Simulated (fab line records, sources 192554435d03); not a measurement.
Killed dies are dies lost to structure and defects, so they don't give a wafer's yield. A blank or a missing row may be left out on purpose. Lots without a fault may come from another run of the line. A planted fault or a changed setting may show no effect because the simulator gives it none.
A struck lot beside a sound one | flow n5_finfet | 19 steps out of a route of 1938
Sound: wafers L336.3, L336.5, L336.6. Struck: wafers L330.3, L330.5, L330.6. The cause comes at the end.
At each step with rows: each side's tool, then ch and its chambers, then its first start. Under that, the readings that differ: sound wafers | struck wafers | difference of the means | sigmas: that difference in standard deviations of wafers without a fault.
alike: readings whose means differ by less than 2 such deviations, and words and numbers that are the same on both sides. not compared: withheld readings, readings that some wafer has no value for, bounds like >300 that may hide the same value, and numbers for which the record gives no deviation and whose values overlap.
The two part at a step that has a row with sigmas, a row that says differs or no value, or rows on one side only. Numbers that don't overlap but have no deviation are shown without sigmas and don't part them. A reading that every wafer of one side lacks parts them only if that side has two wafers or more.

N5_BEOL_M7_RS_MEAS_57: measures by four-point-probe.
  sound on film_metro-02, day 13 21:56; struck on film_metro-02, day 12 08:02
  alike: M7_RS
N5_BEOL_M7_INSPECT_58: inspects for defects (darkfield).
  sound on defect_inspect-02, day 13 21:57; struck on defect_inspect-02, day 12 08:04
  alike: raw_defect_count
N5_BEOL_M8_ILD_DEP_00: deposits SiCOH lowk from DEMS/porogen, target thk 179.75 nm, time 33.4 s.
  sound on pecvd-01 ch 0,1, day 13 21:59; struck on pecvd-03 ch 0,2, day 12 08:06
  reading                         | sound             | struck            | difference | sigmas
  showerhead_plenum_p_Torr (Torr) | 5.734 5.719 5.724 | 5.793 5.760 5.757 | +0.044     | +2
  alike: heater_power_w, throttle_valve_pct
N5_BEOL_M8_CURE_74: cures SiCOH lowk, time 240 s.
  sound on uv_cure-01 ch 0, day 13 22:13; struck on uv_cure-01 ch 2, day 12 08:20
  alike: lamp_power_pct, wafer_temp_C_max
N5_BEOL_M8_THK_MEAS_01:
  sound on film_metro-01, day 13 22:34; struck on film_metro-01, day 12 08:41
  alike: M8_ILD_THK
N5_BEOL_M8_PECVD_70: deposits SiO2 from TEOS/O2, target thk 20 nm, time 22.7 s.
  sound on pecvd-03 ch 0,1, day 13 22:36; struck on pecvd-04 ch 0,1,2, day 12 08:43
  alike: heater_power_w, showerhead_plenum_p_Torr, throttle_valve_pct
N5_BEOL_M8_HM_DEP_02: deposits TiN, target thk 20 nm.
  sound on pvd_sputter-02, day 13 22:43; struck on pvd_sputter-03, day 12 09:15
  alike: throttle_valve_pct
then, 5 steps without rows for these wafers: N5_BEOL_M8_COAT_59 (time 60 s, resist thk 100 nm); N5_BEOL_M8_COAT_60 (time 60 s, resist thk 35 nm); N5_BEOL_M8_COAT_05 (resist thk 90 nm); N5_BEOL_M8_EBR_07; N5_BEOL_M8_SOFTBAKE_06 (time 60 s).
N5_BEOL_M8_EXPOSE_08: exposes mask M8.
  sound on arfi_scanner-01 ch 0, day 13 22:58; struck on arfi_scanner-02 ch 0, day 12 09:38
  reading                         | sound       | struck         | difference | sigmas
  model.BEOL_M8.overlay_x_nm (nm) | 0.6 0.6 0.6 | 12.2 12.2 12.2 | +11.6      |
  alike: mask
then, 2 steps without rows for these wafers: N5_BEOL_M8_PEB_09 (peb time 60 s); N5_BEOL_M8_DEVELOP_10 (develop time 30 s).
N5_BEOL_M8_CD_MEAS_11: target cd 38.5 nm.
  sound on cd_sem-01 ch 0, day 13 23:05; struck on cd_sem-03 ch 0, day 12 09:45
  alike: cd_nm
N5_BEOL_M8_OVL_MEAS_12:
  sound on overlay-02 ch 0, day 13 23:07; struck on overlay-02 ch 0, day 12 09:47
  reading     | sound       | struck         | difference | sigmas
  M8_OVL (nm) | 0.5 0.9 0.5 | 11.6 12.1 12.0 | +11.3      | +15
N5_BEOL_M8_INSPECT_13: inspects for defects (brightfield).
  sound on defect_inspect-02, day 13 23:08; struck on defect_inspect-01, day 12 09:48
  alike: raw_defect_count
-- the record jumps here: 3 days lie between the struck wafers' starts before and after (it left off in module BEOL_M8 and takes up again in module PASSIVATION, whose first step shown is number 1936 of the route) --
N5_PASSIVATION_PROBE_49:
  sound on prober-01, day 17 08:24; struck on prober-01, day 15 19:38
  reading            | sound    | struck   | difference | sigmas
  killed_at_M0_to_M3 | 46 42 51 | 38 18 19 | -21        | -2
  alike: defect_limited_yield, killed_at_M4_up, killed_at_contacts, killed_at_front_end, killed_at_other, killed_dies, killed_open, killed_short, sort_bin_5_function, sort_bin_6_memory, sort_n_pass, sort_yield_pct

WHERE THEY PART
First at N5_BEOL_M8_ILD_DEP_00; last, within this record, at N5_PASSIVATION_PROBE_49.

WHY: what the simulator had put in
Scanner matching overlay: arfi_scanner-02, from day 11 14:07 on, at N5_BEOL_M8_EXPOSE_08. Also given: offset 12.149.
